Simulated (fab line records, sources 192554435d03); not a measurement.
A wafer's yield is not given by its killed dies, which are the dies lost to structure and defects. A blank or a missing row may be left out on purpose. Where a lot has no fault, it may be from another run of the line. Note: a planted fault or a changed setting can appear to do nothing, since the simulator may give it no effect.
Code-filled problem report in 8D (eight disciplines) form ; flow n5Finfet ; the parts of the form that need people (team, actions taken, sign-off) are left out

1. WHAT IS WRONG
GC_FILL_THK at N5_GATE_CUT_THK_MEAS_24 reads a mean of 233.2 nm on 3 wafers of 3 lots; wafers without a fault read 220.1 nm with a standard deviation of 1.8. Measured from the usual mean, that is +7.3 standard deviations.
The first sign was on wafer L708.1 at day 8 12:01, on filmMetro-02. At this step, 24 wafers from 9 lots have a number in the record. The rule behind "out" and "out of limits": a value lying over 4 standard deviations away from the usual mean. Any other wafer with a number is counted as sound.

2. WHAT IT IS AND WHAT IT IS NOT
question;is;is not
which readings at this step;GC_FILL_THK;-
which lots;L708, L712, L713;L694, L695, L697, L710, L715, L716
which wafers of those lots;L708.1, L712.1, L713.1;L708.6, L712.6, L713.2
read on which gauges;filmMetro-01, filmMetro-02;-
when;from day 8 12:01;"up to then (10 sound wafers); but 11 sound wafers of L710, L712, L713, L715, L716 came after"

3. SUSPECTS, AND WHAT RULES EACH OUT
Counting: if a tool at a process step up to the reading ran every lot that is out, it stays a suspect. Sound lots after the first of them don't rule it out here, since some wafers of a struck lot are sound.
- the gauge at N5_GATE_CUT_THK_MEAS_24: ruled out. 2 gauges (filmMetro-01, filmMetro-02) read the wafers that are out.
- pecvd-02 at N5_GATE_CUT_HM_DEP_46 (deposits SiO2 from TEOS/O2, target thk 130 nm, time 26.6 s): kept. It processed each lot that is out (first: L708, day 8 08:55); up to then, its last sound lot is L695 (day 5 04:13).
The count leaves pecvd-02 at N5_GATE_CUT_HM_DEP_46.

4. THE CAUSE (what the simulator had put in)
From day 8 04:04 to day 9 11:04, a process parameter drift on pecvd-02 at N5_GATE_CUT_HM_DEP_46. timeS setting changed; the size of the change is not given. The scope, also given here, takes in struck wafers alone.
Counting left only this tool.

5. THE CHAIN OF EFFECTS, in route order
One row per reading whose mean, taken over the struck wafers that have a number, lies over 3 standard deviations from the usual. Scope: only readings with a usual standard deviation given in the record; hours: median across lots of the time from each lot's start at the first step in this table that gives one to its start at this step; sigmas: change in usual standard deviations.
hours;step;reading;usual;on struck wafers;change;sigmas
0;N5_GATE_CUT_HM_OPEN_40;etchRfOnTimeS;94.2 s;104.4;+10.2;+5.7
2;N5_GATE_CUT_THK_MEAS_24;GC_FILL_THK;220.1 nm;233.2;+13.1;+7.3
Here are the process steps it includes:
- N5_GATE_CUT_HM_OPEN_40: chemistry C4F6/O2, target SiO2, target depth 139 nm, time 85.1 s.
Later measuring or inspecting steps at which every struck wafer that the step has a row for has a number for every such reading, and none has moved that far: N5_BEOL_M4_RC_MEAS_101.

6. WHAT WOULD HAVE CAUGHT IT SOONER
8 hours passed between the start of the fault at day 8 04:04 and the first reading out of limits at a measuring or inspecting step in this record, taken at day 8 12:01.
An alarm limit of 4 standard deviations would not have fired on the tool readings at N5_GATE_CUT_HM_DEP_46 for which the record gives a usual standard deviation, since none of them was out on any struck wafer.
Lots out: 3; of these, L712, L713 started N5_GATE_CUT_HM_DEP_46 on pecvd-02 after day 8 12:01. A hold on the tool at that time would have spared those 2.
